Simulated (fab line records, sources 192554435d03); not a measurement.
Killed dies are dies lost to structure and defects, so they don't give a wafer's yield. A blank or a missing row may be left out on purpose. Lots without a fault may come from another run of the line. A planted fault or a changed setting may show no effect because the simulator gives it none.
A struck lot beside a sound one | flow n5_finfet | 14 steps out of a route of 1938
Sound: wafers L354.3, L354.5, L354.6. Struck: wafer L345.4. (L345.5, L345.6 of the same lot were not struck and are left out.) The cause comes at the end.
At each step with rows: each side's tool, then ch and its chambers, then its first start. Under that, the readings that differ: sound wafers | struck wafers | difference of the means | sigmas: that difference in standard deviations of wafers without a fault.
alike: readings whose means differ by less than 2 such deviations, and words and numbers that are the same on both sides. not compared: withheld readings, readings that some wafer has no value for, bounds like >300 that may hide the same value, and numbers for which the record gives no deviation and whose values overlap.
The two part at a step that has a row with sigmas, a row that says differs or no value, or rows on one side only. Numbers that don't overlap but have no deviation are shown without sigmas and don't part them. A reading that every wafer of one side lacks parts them only if that side has two wafers or more.

N5_DUMMY_GATE_ETCH_32: etches SiO2 in CF4, target depth 3.5 nm, time 3.9 s.
  sound on rie_si-01 ch 1,2, day 7 21:33; struck on rie_si-03 ch 1, day 5 18:13
  reading                     | sound       | struck | difference | sigmas
  drypump_motor_current_A (A) | 6.5 6.1 6.5 | 5.4    | -1.0       | -2
  alike: oes_product_au, throttle_valve_pct
  not compared: rf_hours_counter_h
N5_DUMMY_GATE_ETCH_23: etches poly-Si in HBr/Cl2/O2, target depth 41 nm, time 22.3 s.
  sound on rie_si-01 ch 1,2, day 7 21:35; struck on rie_si-03 ch 1, day 5 18:15
  reading                     | sound       | struck | difference | sigmas
  drypump_motor_current_A (A) | 6.5 6.1 6.4 | 5.4    | -0.9       | -2
  alike: oes_product_au, throttle_valve_pct
  not compared: rf_hours_counter_h
N5_DUMMY_GATE_ETCH_44: etches poly-Si in HBr/O2, stops on SiO2, target depth 127.5 nm.
  sound on rie_si-01 ch 1,2, day 7 21:38; struck on rie_si-03 ch 1, day 5 18:19
  alike: drypump_motor_current_A, oes_product_au, throttle_valve_pct
  not compared: rf_hours_counter_h
N5_DUMMY_GATE_CD_MEAS_24: target cd 15 nm.
  sound on cd_sem-01, day 7 21:46; struck on cd_sem-03, day 5 18:25
  alike: cd_nm
N5_DUMMY_GATE_ETCH_42: etches SiO2 in CHF3/O2, target depth 3.5 nm, time 31 s.
  sound on rie_diel-04 ch 0,1,2, day 7 21:49; struck on rie_diel-04 ch 3, day 5 18:28
  reading                         | sound          | struck | difference | sigmas
  showerhead_plenum_p_Torr (Torr) | 2.57 2.54 2.42 | 2.28   | -0.23      | -2
  alike: drypump_motor_current_A, oes_f_703_au, oes_product_au, rf_vpp_V, throttle_valve_pct
  not compared: rf_hours_counter_h
then, 6 steps without rows for these wafers: N5_DUMMY_GATE_STRIP_48 (strips in N2/H2, time 20 s); N5_DUMMY_GATE_PRECLEAN_33 (cleans in dHF, time 10 s); N5_DUMMY_GATE_PRECLEAN_25 (cleans in O3/DIW, time 45 s); N5_DUMMY_GATE_PRECLEAN_51 (cleans in SC2, time 45 s); N5_DUMMY_GATE_SRD_26 (time 30 s); N5_DUMMY_GATE_UV_OZONE_45 (time 120 s).
N5_DUMMY_GATE_INSPECT_27: inspects for defects (brightfield).
  sound on defect_inspect-01, day 7 22:03; struck on defect_inspect-01, day 5 18:42
  alike: raw_defect_count
N5_SPACER0_ALD_07: deposits SiNx, target thk 2 nm.
  sound on ald_sin-01 ch 0,3, day 7 22:05; struck on ald_sin-01 ch 1, day 5 18:47
  reading                                  | sound | struck | difference | sigmas
  model.SiNx_of_SPACER0_ALD_07.thk_nm (nm) | 2 2 2 | 1.2    | -0.8       |
  alike: heater_power_w
N5_SPACER0_ALD_00: deposits SiOCN, target thk 3.5 nm, pulse time 3 s, purge time 2 s.
  sound on ald_sin-01 ch 0,3, day 7 22:14; struck on ald_sin-01 ch 1, day 5 18:56
  alike: heater_power_w, precursor_pulse_height_rel

WHERE THEY PART
First at N5_DUMMY_GATE_ETCH_32; last, within this record, at N5_DUMMY_GATE_ETCH_42. Later steps at which nothing parts them and some readings are alike: N5_DUMMY_GATE_INSPECT_27, N5_SPACER0_ALD_07, N5_SPACER0_ALD_00.

WHY: what the simulator had put in
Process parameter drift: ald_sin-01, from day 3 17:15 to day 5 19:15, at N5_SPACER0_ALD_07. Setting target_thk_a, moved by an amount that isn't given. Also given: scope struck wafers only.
